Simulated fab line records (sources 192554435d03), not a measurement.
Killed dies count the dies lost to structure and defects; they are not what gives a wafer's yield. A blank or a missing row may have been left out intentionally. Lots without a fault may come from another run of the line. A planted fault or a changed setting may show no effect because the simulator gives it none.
fab line records	flow n5_finfet
record lots=24	wafers=72	last_day=19
route steps=1938 shown BEOL_M15@1786 MIM_TOP@1837
lots with no fault: from the same line, run without faults
start_h: start of the lot's first displayed wafer, in hours after the record's first day	wait_h: time in hours since the lot's previous step	" repeats the value in the row above	L1.1+2: several wafers, shown together as one row	- value missing, or start not given	* or withheld: withheld	< > ~ a bound
route shown NAME@n: names a module that has steps shown in the file, with the first one's number in the route	usual: average and standard deviation across the fault-free wafers	same: alike in all rows	chamber/n: place in a boat	sites: the reading at each site	_std_site: how widely they spread, as a standard deviation	_edge_site: the outer-site mean with the inner-site mean subtracted	radius_mm: how far each site lies from the wafer's centre	mask NAME#n: copy n	behind: the most recent tool/chamber to have shaped the wafer	hold: cause of the lot's hold/its duration in hours/its outcome	device: the n, p or np transistor that did not switch	end of line: tests run on the same wafers once the route is complete	a step without rows: its recipe alone	killed: count of dies lost to structure and defects at first sort (not the wafer's yield)	map: a wafer's dies, marking killed ones x, the rest . and places with no die _
set.NAME: the setting that was run; set.NAME@STEP: the one run at that earlier step	model.NAME: the simulator's own value behind a step, which no gauge read
steps of the route over a sample of lots; a table a step, a row a wafer
services: when a tool's chamber went out of use (start_h, in hours from the record's first day, below 0 if earlier), for how many hours, and the reason
## steps
# step N5_BEOL_M15_DESCUM_15
# recipe chemistry=O2	time_s=7.9	source_power_w=50	bias_power_w=20	pressure_mtorr=20	rf_frequency_hz=2.712e+07	temp_c=40	o2_flow_sccm=225
# usual drypump_motor_current_A=5.5/0.42	oes_product_au=0.79/0.071	rf_vpp_V=242.9/1.1	showerhead_plenum_p_Torr=2.06/0.051	throttle_valve_pct=20.38/0.27
lot.wafer	tool	chamber	start_h	wait_h	drypump_motor_current_A	oes_product_au	rf_hours_counter_h	rf_vpp_V	showerhead_plenum_p_Torr	throttle_valve_pct
L075.1	rie_diel-01	1	277.38	0.0	5.8	0.74	184	244.6	2.17	20.58
L075.2	"	0	"	"	6.4	0.88	37	243.6	2.04	20.00
L075.6	"	0	"	"	6.3	0.89	-	241.1	2.04	20.01
L077.1	rie_diel-01	1	282.43	0.0	5.8	0.74	186	243.8	2.17	20.57
L077.2	"	3	"	"	5.3	0.82	122	242.8	2.08	20.30
L077.3	"	2	"	"	5.1	0.82	101	244.0	2.09	20.35
L076.3	rie_diel-06	2	291.97	0.1	5.3	0.81	89	243.5	2.13	20.21
L076.4	"	3	"	"	4.9	0.70	-	241.4	2.04	20.41
L076.6	"	2	"	"	5.4	0.80	-	242.6	2.13	20.19
L074.4	rie_diel-01	3	292.38	0.4	5.3	0.81	124	243.5	2.08	20.30
L074.5	"	2	"	"	5.1	0.83	-	242.8	2.09	20.35
L074.6	"	3	"	"	5.3	0.81	-	242.6	2.08	20.31
L079.1	rie_diel-04	3	314.50	0.0	5.2	0.85	58	242.1	2.04	20.37
L079.3	"	0	"	"	5.3	0.88	18	243.9	2.13	20.51
L079.4	"	1	"	"	5.6	0.89	-	245.1	2.13	20.50
L078.2	rie_diel-04	0	315.46	0.0	5.3	0.90	18	243.8	2.13	20.50
L078.3	"	3	"	"	5.1	0.84	58	242.1	2.04	20.36
L078.6	"	3	"	"	5.1	0.84	-	241.8	2.04	20.38
L081.1	rie_diel-06	2	326.30	0.0	5.3	0.80	98	244.5	2.12	20.21
L081.4	"	0	"	"	5.5	0.70	219	240.6	1.98	20.96
L081.5	"	2	"	"	5.3	0.79	-	244.9	2.12	20.23
L080.1	rie_diel-06	0	330.36	0.0	5.5	0.70	221	241.9	1.98	20.92
L080.4	"	1	"	"	5.8	0.90	24	241.9	2.04	19.91
L080.5	"	3	"	"	4.9	0.69	-	243.7	2.04	20.43
L083.2	rie_diel-06	0	341.52	0.0	5.5	0.70	224	242.7	1.98	20.92
L083.5	"	1	"	"	5.7	0.89	-	242.5	2.04	19.91
L083.6	"	0	"	"	5.5	0.70	-	241.3	1.98	20.96
L085.2	rie_diel-01	1	355.68	0.0	5.8	0.73	208	242.8	2.16	20.60
L085.4	"	2	"	"	5.1	0.80	125	244.6	2.08	20.39
L085.5	"	3	"	"	5.3	0.79	-	243.7	2.07	20.35
L084.1	rie_diel-06	0	360.97	0.0	5.5	0.69	230	241.1	1.98	20.97
L084.3	"	3	"	"	4.9	0.68	237	241.8	2.03	20.45
L084.6	"	3	"	"	4.9	0.68	-	244.2	2.03	20.44
L082.1	rie_diel-01	0	361.95	0.0	6.3	0.85	60	241.7	2.03	20.04
L082.3	"	1	"	"	5.8	0.73	209	243.8	2.16	20.59
L082.4	"	3	"	"	5.3	0.78	146	242.8	2.07	20.35
L087.1	rie_diel-06	3	362.16	0.0	4.9	0.68	238	242.8	2.03	20.43
L087.4	"	2	"	"	5.4	0.78	-	242.5	2.12	20.23
L087.5	"	0	"	"	5.5	0.69	-	241.1	1.98	20.96
L086.1	rie_diel-01	1	365.84	0.0	5.7	0.72	211	243.5	2.16	20.60
L086.2	"	2	"	"	5.1	0.80	128	242.0	2.08	20.39
L086.3	"	0	"	"	6.3	0.84	62	242.0	2.03	20.04
L088.1	rie_diel-06	3	381.13	0.0	4.9	0.67	245	242.8	2.03	20.44
L088.4	"	0	"	"	5.5	0.69	-	239.8	1.98	20.97
L088.5	"	1	"	"	5.7	0.88	-	242.6	2.03	19.95
L090.2	rie_diel-04	0	383.81	0.0	5.3	0.85	43	242.7	2.12	20.55
L090.3	"	1	"	"	5.6	0.86	64	244.3	2.12	20.54
L090.6	"	0	"	"	5.3	0.86	-	242.9	2.12	20.56
L089.1	rie_diel-06	0	387.79	0.0	5.5	0.68	240	243.0	1.98	20.97
L089.3	"	1	"	"	5.8	0.86	41	242.3	2.03	19.95
L089.6	"	0	"	"	5.5	0.68	-	243.2	1.98	20.96
L091.4	rie_diel-01	3	400.09	0.0	5.3	0.78	157	242.8	2.07	20.37
L091.5	"	1	"	"	5.7	0.72	-	244.8	2.16	20.62
L091.6	"	2	"	"	5.1	0.79	-	242.6	2.07	20.40
L093.2	rie_diel-06	2	402.42	0.2	5.4	0.77	120	244.2	2.12	20.25
L093.4	"	1	"	"	5.8	0.88	-	241.8	2.03	19.96
L093.6	"	2	"	"	5.3	0.78	-	242.6	2.12	20.25
L092.1	rie_diel-01	2	402.64	0.2	5.1	0.79	139	243.9	2.07	20.40
L092.3	"	3	"	"	5.3	0.78	158	242.5	2.07	20.36
L092.6	"	2	"	"	5.1	0.79	-	243.6	2.07	20.41
L097.2	rie_diel-01	0	405.08	0.1	6.3	0.84	74	243.0	2.03	20.07
L097.4	"	0	"	"	6.4	0.83	-	243.3	2.03	20.05
L097.6	"	2	"	"	5.1	0.79	-	243.2	2.07	20.42
L094.4	rie_diel-01	2	415.42	0.0	5.1	0.78	-	243.3	2.07	20.43
L094.5	"	3	"	"	5.3	0.78	-	243.1	2.07	20.37
L094.6	"	0	"	"	6.3	0.84	-	242.4	2.03	20.07
L095.1	rie_diel-04	3	427.27	0.0	5.1	0.80	101	242.3	2.03	20.45
L095.2	"	2	"	"	5.6	0.71	183	241.4	1.98	20.33
L095.4	"	0	"	"	5.3	0.84	58	244.5	2.12	20.58
L096.2	rie_diel-01	3	427.81	0.0	5.3	0.77	169	243.5	2.07	20.37
L096.5	"	3	"	"	5.3	0.77	-	243.2	2.07	20.38
L096.6	"	0	"	"	6.3	0.82	-	241.2	2.03	20.07
# step N5_BEOL_M15_STRIP_63
# recipe chemistry=O2	power_w=600	temp_c=60	pressure_mtorr=30	rf_frequency_hz=6e+07	bias_power_w=0	overash_fraction=0.3	o2_flow_sccm=225
# usual drypump_motor_current_A=5.5/0.42	oes_product_au=0.79/0.071	rf_vpp_V=3.7/0.75	showerhead_plenum_p_Torr=2.07/0.051	throttle_valve_pct=16.63/0.26
lot.wafer	tool	chamber	start_h	wait_h	drypump_motor_current_A	oes_product_au	rf_hours_counter_h	rf_vpp_V	showerhead_plenum_p_Torr	throttle_valve_pct
L075.1	rie_diel-01	1	-	-	5.7	0.73	184	2.8	2.18	16.74
L075.2	"	0	"	"	6.3	0.89	38	3.1	2.05	16.25
L075.6	"	0	"	"	6.3	0.89	-	3.7	2.05	16.27
L077.1	rie_diel-01	1	-	-	5.8	0.75	186	3.8	2.18	16.79
L077.2	"	3	"	"	5.3	0.82	122	3.9	2.09	16.59
L077.3	"	2	"	"	5.1	0.83	102	2.2	2.09	16.61
L076.3	rie_diel-06	2	-	-	5.3	0.81	89	4.7	2.13	16.45
L076.4	"	3	"	"	4.9	0.69	-	3.8	2.04	16.74
L076.6	"	2	"	"	5.3	0.80	-	3.4	2.13	16.45
L074.4	rie_diel-01	3	-	-	5.3	0.81	125	3.8	2.09	16.60
L074.5	"	2	"	"	5.1	0.83	-	1.9	2.09	16.61
L074.6	"	3	"	"	5.3	0.81	-	3.0	2.09	16.61
L079.1	rie_diel-04	3	-	-	5.2	0.84	58	3.3	2.05	16.56
L079.3	"	0	"	"	5.3	0.91	18	3.7	2.14	16.76
L079.4	"	1	"	"	5.6	0.90	-	3.4	2.14	16.72
L078.2	rie_diel-04	0	-	-	5.3	0.89	19	3.0	2.14	16.73
L078.3	"	3	"	"	5.1	0.84	58	3.1	2.05	16.57
L078.6	"	3	"	"	5.1	0.85	-	3.9	2.05	16.57
L081.1	rie_diel-06	2	-	-	5.3	0.80	99	4.6	2.13	16.47
L081.4	"	0	"	"	5.5	0.70	220	3.6	1.99	17.14
L081.5	"	2	"	"	5.3	0.79	-	2.5	2.13	16.48
L080.1	rie_diel-06	0	-	-	5.5	0.69	221	4.8	1.99	17.15
L080.4	"	1	"	"	5.8	0.91	24	4.5	2.04	16.18
L080.5	"	3	"	"	4.9	0.68	-	4.4	2.04	16.72
L083.2	rie_diel-06	0	-	-	5.5	0.70	224	4.7	1.99	17.19
L083.5	"	1	"	"	5.7	0.90	-	4.5	2.04	16.22
L083.6	"	0	"	"	5.5	0.69	-	3.5	1.99	17.14
L085.2	rie_diel-01	1	-	-	5.8	0.72	208	3.6	2.17	16.83
L085.4	"	2	"	"	5.1	0.79	125	3.4	2.08	16.63
L085.5	"	3	"	"	5.3	0.79	-	4.4	2.08	16.65
L084.1	rie_diel-06	0	-	-	5.5	0.70	230	5.1	1.98	17.18
L084.3	"	3	"	"	4.9	0.68	237	3.7	2.04	16.76
L084.6	"	3	"	"	4.9	0.68	-	2.4	2.04	16.74
L082.1	rie_diel-01	0	-	-	6.4	0.86	60	2.9	2.04	16.30
L082.3	"	1	"	"	5.8	0.71	209	4.0	2.17	16.81
L082.4	"	3	"	"	5.3	0.79	147	4.2	2.08	16.63
L087.1	rie_diel-06	3	-	-	4.9	0.68	238	3.5	2.04	16.78
L087.4	"	2	"	"	5.3	0.79	-	4.0	2.12	16.48
L087.5	"	0	"	"	5.5	0.70	-	3.6	1.98	17.19
L086.1	rie_diel-01	1	-	-	5.7	0.73	211	4.3	2.17	16.81
L086.2	"	2	"	"	5.1	0.79	128	3.5	2.08	16.62
L086.3	"	0	"	"	6.3	0.85	62	2.2	2.04	16.30
L088.1	rie_diel-06	3	-	-	4.9	0.67	245	3.2	2.03	16.78
L088.4	"	0	"	"	5.5	0.69	-	3.8	1.98	17.20
L088.5	"	1	"	"	5.7	0.88	-	3.1	2.04	16.23
L090.2	rie_diel-04	0	-	-	5.3	0.86	43	4.4	2.13	16.80
L090.3	"	1	"	"	5.6	0.85	65	3.3	2.13	16.79
L090.6	"	0	"	"	5.3	0.87	-	4.1	2.13	16.79
L089.1	rie_diel-06	0	-	-	5.5	0.69	240	3.7	1.98	17.17
L089.3	"	1	"	"	5.7	0.88	41	3.7	2.04	16.19
L089.6	"	0	"	"	5.5	0.68	-	4.8	1.98	17.18
L091.4	rie_diel-01	3	-	-	5.3	0.79	157	4.3	2.07	16.65
L091.5	"	1	"	"	5.7	0.72	-	2.7	2.16	16.81
L091.6	"	2	"	"	5.1	0.79	-	3.7	2.08	16.65
L093.2	rie_diel-06	2	-	-	5.3	0.77	120	4.2	2.12	16.50
L093.4	"	1	"	"	5.8	0.86	-	4.0	2.03	16.22
L093.6	"	2	"	"	5.4	0.78	-	3.1	2.12	16.52
L092.1	rie_diel-01	2	-	-	5.1	0.79	139	3.2	2.08	16.66
L092.3	"	3	"	"	5.3	0.78	158	4.4	2.07	16.66
L092.6	"	2	"	"	5.1	0.79	-	5.2	2.08	16.67
L097.2	rie_diel-01	0	-	-	6.3	0.83	74	6.5	2.03	16.33
L097.4	"	0	"	"	6.3	0.84	-	3.8	2.03	16.33
L097.6	"	2	"	"	5.1	0.78	-	4.1	2.08	16.69
L094.4	rie_diel-01	2	-	-	5.1	0.78	-	4.1	2.08	16.69
L094.5	"	3	"	"	5.3	0.78	-	3.9	2.07	16.67
L094.6	"	0	"	"	6.4	0.83	-	3.7	2.03	16.32
L095.1	rie_diel-04	3	-	-	5.1	0.80	101	4.0	2.03	16.67
L095.2	"	2	"	"	5.6	0.71	184	5.2	1.99	16.62
L095.4	"	0	"	"	5.3	0.82	59	4.8	2.12	16.80
L096.2	rie_diel-01	3	-	-	5.3	0.78	169	2.8	2.07	16.67
L096.5	"	3	"	"	5.3	0.77	-	2.5	2.07	16.67
L096.6	"	0	"	"	6.3	0.82	-	5.3	2.03	16.36
# step N5_BEOL_M15_OVL_MEAS_29
# recipe points_per_wafer=44
# usual M15_OVL=5/5.7
lot.wafer	tool	chamber	start_h	wait_h	M15_OVL[nm]
L075.1	overlay-02	0	278.98	0.0	7
L075.2	"	0	"	"	3
L075.6	"	0	"	"	-3
L077.1	overlay-02	0	283.96	0.0	12
L077.2	"	0	"	"	8
L077.3	"	0	"	"	14
L076.3	overlay-01	0	293.56	0.0	-2
L076.4	"	0	"	"	-4
L076.6	"	0	"	"	-6
L074.4	overlay-01	0	294.03	0.0	3
L074.5	"	0	"	"	7
L074.6	"	0	"	"	5
L079.1	overlay-02	0	315.90	0.0	1
L079.3	"	0	"	"	9
L079.4	"	0	"	"	-5
L078.2	overlay-02	0	317.02	0.0	-1
L078.3	"	0	"	"	2
L078.6	"	0	"	"	1
L081.1	overlay-02	0	327.79	0.0	10
L081.4	"	0	"	"	7
L081.5	"	0	"	"	13
L080.1	overlay-02	0	331.93	0.0	7
L080.4	"	0	"	"	10
L080.5	"	0	"	"	8
L083.2	overlay-02	0	342.92	0.0	8
L083.5	"	0	"	"	3
L083.6	"	0	"	"	0
L085.2	overlay-02	0	357.23	0.1	5
L085.4	"	0	"	"	5
L085.5	"	0	"	"	4
L084.1	overlay-02	0	362.61	0.0	2
L084.3	"	0	"	"	0
L084.6	"	0	"	"	4
L082.1	overlay-02	0	363.50	0.0	0
L082.3	"	0	"	"	0
L082.4	"	0	"	"	7
L087.1	overlay-02	0	363.79	0.0	5
L087.4	"	0	"	"	5
L087.5	"	0	"	"	-1
L086.1	overlay-02	0	367.37	0.0	5
L086.2	"	0	"	"	2
L086.3	"	0	"	"	3
L088.1	overlay-02	0	382.67	0.0	9
L088.4	"	0	"	"	13
L088.5	"	0	"	"	9
L090.2	overlay-01	0	385.33	0.0	-2
L090.3	"	0	"	"	4
L090.6	"	0	"	"	1
L089.1	overlay-01	0	389.46	0.0	11
L089.3	"	0	"	"	6
L089.6	"	0	"	"	7
L091.4	overlay-01	0	401.50	0.0	2
L091.5	"	0	"	"	5
L091.6	"	0	"	"	6
L093.2	overlay-02	0	403.86	0.0	14
L093.4	"	0	"	"	14
L093.6	"	0	"	"	2
L092.1	overlay-02	0	404.14	0.0	2
L092.3	"	0	"	"	-2
L092.6	"	0	"	"	-2
L097.2	overlay-02	0	406.61	0.0	15
L097.4	"	0	"	"	12
L097.6	"	0	"	"	17
L094.4	overlay-02	0	416.98	0.0	13
L094.5	"	0	"	"	11
L094.6	"	0	"	"	12
L095.1	overlay-02	0	428.67	0.0	4
L095.2	"	0	"	"	9
L095.4	"	0	"	"	-4
L096.2	overlay-02	0	429.34	0.0	7
L096.5	"	0	"	"	10
L096.6	"	0	"	"	12
# step N5_BEOL_M15_INSPECT_30
# recipe mode=adi	inspect_instrument=macro
# usual raw_defect_count=1.9/1.5
lot.wafer	tool	chamber	start_h	wait_h	raw_defect_count
L075.1	defect_inspect-02	-	279.00	0.0	3
L075.2	"	-	"	"	0
L075.6	"	-	"	"	3
L077.1	defect_inspect-02	-	283.98	0.0	2
L077.2	"	-	"	"	0
L077.3	"	-	"	"	7
L076.3	defect_inspect-02	-	293.58	0.0	2
L076.4	"	-	"	"	0
L076.6	"	-	"	"	3
L074.4	defect_inspect-02	-	294.06	0.0	2
L074.5	"	-	"	"	2
L074.6	"	-	"	"	2
L079.1	defect_inspect-02	-	315.93	0.0	2
L079.3	"	-	"	"	2
L079.4	"	-	"	"	1
L078.2	defect_inspect-02	-	317.04	0.0	0
L078.3	"	-	"	"	5
L078.6	"	-	"	"	1
L081.1	defect_inspect-02	-	327.82	0.0	4
L081.4	"	-	"	"	2
L081.5	"	-	"	"	2
L080.1	defect_inspect-02	-	331.96	0.0	2
L080.4	"	-	"	"	0
L080.5	"	-	"	"	4
L083.2	defect_inspect-02	-	342.95	0.0	1
L083.5	"	-	"	"	3
L083.6	"	-	"	"	4
L085.2	defect_inspect-01	-	357.25	0.0	3
L085.4	"	-	"	"	2
L085.5	"	-	"	"	0
L084.1	defect_inspect-02	-	362.63	0.0	2
L084.3	"	-	"	"	1
L084.6	"	-	"	"	1
L082.1	defect_inspect-01	-	363.52	0.0	1
L082.3	"	-	"	"	0
L082.4	"	-	"	"	6
L087.1	defect_inspect-02	-	363.81	0.0	0
L087.4	"	-	"	"	3
L087.5	"	-	"	"	2
L086.1	defect_inspect-01	-	367.39	0.0	4
L086.2	"	-	"	"	3
L086.3	"	-	"	"	0
L088.1	defect_inspect-01	-	382.69	0.0	0
L088.4	"	-	"	"	2
L088.5	"	-	"	"	2
L090.2	defect_inspect-01	-	385.36	0.0	1
L090.3	"	-	"	"	2
L090.6	"	-	"	"	6
L089.1	defect_inspect-01	-	389.48	0.0	1
L089.3	"	-	"	"	1
L089.6	"	-	"	"	1
L091.4	defect_inspect-02	-	401.52	0.0	0
L091.5	"	-	"	"	4
L091.6	"	-	"	"	2
L093.2	defect_inspect-02	-	403.89	0.0	0
L093.4	"	-	"	"	1
L093.6	"	-	"	"	1
L092.1	defect_inspect-01	-	404.17	0.0	2
L092.3	"	-	"	"	0
L092.6	"	-	"	"	2
L097.2	defect_inspect-01	-	406.64	0.0	3
L097.4	"	-	"	"	1
L097.6	"	-	"	"	1
L094.4	defect_inspect-02	-	417.01	0.0	2
L094.5	"	-	"	"	1
L094.6	"	-	"	"	5
L095.1	defect_inspect-02	-	428.70	0.0	0
L095.2	"	-	"	"	1
L095.4	"	-	"	"	2
L096.2	defect_inspect-01	-	429.36	0.0	2
L096.5	"	-	"	"	0
L096.6	"	-	"	"	3
# step N5_MIM_TOP_DEGAS_04
# recipe ambient=vacuum	temp_c=300	time_s=60
# usual heater_power_w=451/27
lot.wafer	tool	chamber	start_h	wait_h	heater_power_w
L075.1	pvd_sputter-03	-	284.95	-	480
L075.2	"	-	"	"	488
L075.6	"	-	"	"	483
L077.1	pvd_sputter-02	-	295.04	-	427
L077.2	"	-	"	"	428
L077.3	"	-	"	"	409
L076.3	pvd_sputter-02	-	298.98	-	416
L076.4	"	-	"	"	455
L076.6	"	-	"	"	433
L074.4	pvd_sputter-02	-	301.60	-	465
L074.5	"	-	"	"	426
L074.6	"	-	"	"	403
L079.1	pvd_sputter-03	-	321.04	-	483
L079.3	"	-	"	"	450
L079.4	"	-	"	"	483
L078.2	pvd_sputter-01	-	324.31	-	501
L078.3	"	-	"	"	458
L078.6	"	-	"	"	446
L081.1	pvd_sputter-03	-	334.95	-	481
L081.4	"	-	"	"	468
L081.5	"	-	"	"	464
L080.1	pvd_sputter-03	-	338.30	-	460
L080.4	"	-	"	"	451
L080.5	"	-	"	"	483
L083.2	pvd_sputter-02	-	352.63	-	432
L083.5	"	-	"	"	425
L083.6	"	-	"	"	458
L085.2	pvd_sputter-02	-	363.33	-	437
L085.4	"	-	"	"	395
L085.5	"	-	"	"	420
L084.1	pvd_sputter-02	-	367.71	-	428
L084.3	"	-	"	"	431
L084.6	"	-	"	"	457
L082.1	pvd_sputter-01	-	370.30	-	474
L082.3	"	-	"	"	451
L082.4	"	-	"	"	498
L087.1	pvd_sputter-03	-	374.60	-	489
L087.4	"	-	"	"	445
L087.5	"	-	"	"	458
L086.1	pvd_sputter-01	-	381.23	-	484
L086.2	"	-	"	"	472
L086.3	"	-	"	"	469
L088.1	pvd_sputter-02	-	397.74	-	423
L088.4	"	-	"	"	425
L088.5	"	-	"	"	402
L090.2	pvd_sputter-01	-	399.95	-	474
L090.3	"	-	"	"	469
L090.6	"	-	"	"	450
L089.1	pvd_sputter-03	-	402.67	-	480
L089.3	"	-	"	"	443
L089.6	"	-	"	"	442
L091.4	pvd_sputter-02	-	409.07	-	435
L091.5	"	-	"	"	462
L091.6	"	-	"	"	433
L093.2	pvd_sputter-01	-	416.26	-	489
L093.4	"	-	"	"	458
L093.6	"	-	"	"	471
L092.1	pvd_sputter-01	-	419.54	-	462
L092.3	"	-	"	"	440
L092.6	"	-	"	"	455
L097.2	pvd_sputter-01	-	424.02	-	478
L097.4	"	-	"	"	496
L097.6	"	-	"	"	457
L094.4	pvd_sputter-02	-	425.43	-	426
L094.5	"	-	"	"	438
L094.6	"	-	"	"	428
L095.1	pvd_sputter-02	-	436.28	-	430
L095.2	"	-	"	"	444
L095.4	"	-	"	"	457
L096.2	pvd_sputter-02	-	440.89	-	464
L096.5	"	-	"	"	457
L096.6	"	-	"	"	436
# step N5_MIM_TOP_SPUTTER_03
# recipe material=TiN	target_thk_a=350	temp_c=200	power_w=3000	chamber_pressure_pa=0.49996	gas=Ar	reactive_partial_pa=0.37997	time_s=89.7
# usual throttle_valve_pct=30.0/0.66
lot.wafer	tool	chamber	start_h	wait_h	throttle_valve_pct
L075.1	pvd_sputter-03	-	284.99	0.0	29.0
L075.2	"	-	"	"	30.0
L075.6	"	-	"	"	28.9
L077.1	pvd_sputter-02	-	295.08	0.0	29.5
L077.2	"	-	"	"	30.1
L077.3	"	-	"	"	29.4
L076.3	pvd_sputter-02	-	299.02	0.0	30.1
L076.4	"	-	"	"	31.0
L076.6	"	-	"	"	30.2
L074.4	pvd_sputter-02	-	301.64	0.0	31.0
L074.5	"	-	"	"	30.1
L074.6	"	-	"	"	29.5
L079.1	pvd_sputter-03	-	321.08	0.0	29.0
L079.3	"	-	"	"	31.1
L079.4	"	-	"	"	29.9
L078.2	pvd_sputter-01	-	324.35	0.0	30.6
L078.3	"	-	"	"	30.5
L078.6	"	-	"	"	30.0
L081.1	pvd_sputter-03	-	334.99	0.0	29.9
L081.4	"	-	"	"	29.8
L081.5	"	-	"	"	31.2
L080.1	pvd_sputter-03	-	338.34	0.0	31.4
L080.4	"	-	"	"	31.0
L080.5	"	-	"	"	30.0
L083.2	pvd_sputter-02	-	362.85	10.2	29.5
L083.5	"	-	"	"	29.4
L083.6	"	-	"	"	30.9
L085.2	pvd_sputter-02	-	363.37	0.0	29.1
L085.4	"	-	"	"	29.8
L085.5	"	-	"	"	29.9
L084.1	pvd_sputter-02	-	367.75	0.0	30.3
L084.3	"	-	"	"	29.1
L084.6	"	-	"	"	30.8
L082.1	pvd_sputter-01	-	370.34	0.0	29.8
L082.3	"	-	"	"	30.6
L082.4	"	-	"	"	30.7
L087.1	pvd_sputter-03	-	374.64	0.0	28.9
L087.4	"	-	"	"	29.1
L087.5	"	-	"	"	31.1
L086.1	pvd_sputter-01	-	381.27	0.0	30.5
L086.2	"	-	"	"	29.5
L086.3	"	-	"	"	29.6
L088.1	pvd_sputter-02	-	397.78	0.0	29.3
L088.4	"	-	"	"	30.0
L088.5	"	-	"	"	29.4
L090.2	pvd_sputter-01	-	399.99	0.0	29.8
L090.3	"	-	"	"	29.9
L090.6	"	-	"	"	29.9
L089.1	pvd_sputter-03	-	402.71	0.0	30.1
L089.3	"	-	"	"	31.3
L089.6	"	-	"	"	28.9
L091.4	pvd_sputter-02	-	409.11	0.0	29.3
L091.5	"	-	"	"	31.0
L091.6	"	-	"	"	29.3
L093.2	pvd_sputter-01	-	416.30	0.0	30.7
L093.4	"	-	"	"	29.9
L093.6	"	-	"	"	29.5
L092.1	pvd_sputter-01	-	419.58	0.0	30.0
L092.3	"	-	"	"	30.5
L092.6	"	-	"	"	30.3
L097.2	pvd_sputter-01	-	424.06	0.0	30.0
L097.4	"	-	"	"	30.4
L097.6	"	-	"	"	29.9
L094.4	pvd_sputter-02	-	425.47	0.0	29.5
L094.5	"	-	"	"	30.3
L094.6	"	-	"	"	29.3
L095.1	pvd_sputter-02	-	436.32	0.0	30.2
L095.2	"	-	"	"	29.4
L095.4	"	-	"	"	31.1
L096.2	pvd_sputter-02	-	440.93	0.0	30.8
L096.5	"	-	"	"	30.8
L096.6	"	-	"	"	29.8
## services
tool	chamber	start_h	hours	kind
rie_diel-04	2	263.90	132.0	repair
rie_diel-04	0	299.51	10.4	repair
rie_diel-04	-	346.82	2.8	pm
rie_diel-06	1	355.26	8.1	repair
rie_diel-04	0	361.54	4.1	repair
rie_diel-06	2	379.93	9.8	repair
rie_diel-06	3	391.55	-	clean
rie_diel-06	3	391.55	-	consumable_replace:focus_ring
rie_diel-06	3	391.55	23.5	scheduled_down
rie_diel-06	3	391.55	23.5	vent_cycle
rie_diel-04	1	394.79	8.6	repair
rie_diel-01	1	400.75	35.2	repair
rie_diel-04	3	409.51	2.2	repair
rie_diel-06	0	415.96	-	clean
rie_diel-06	0	415.96	-	consumable_replace:focus_ring
rie_diel-06	0	415.96	-	consumable_replace:showerhead
pvd_sputter-03	-	420.30	3.7	repair
## key
fault none
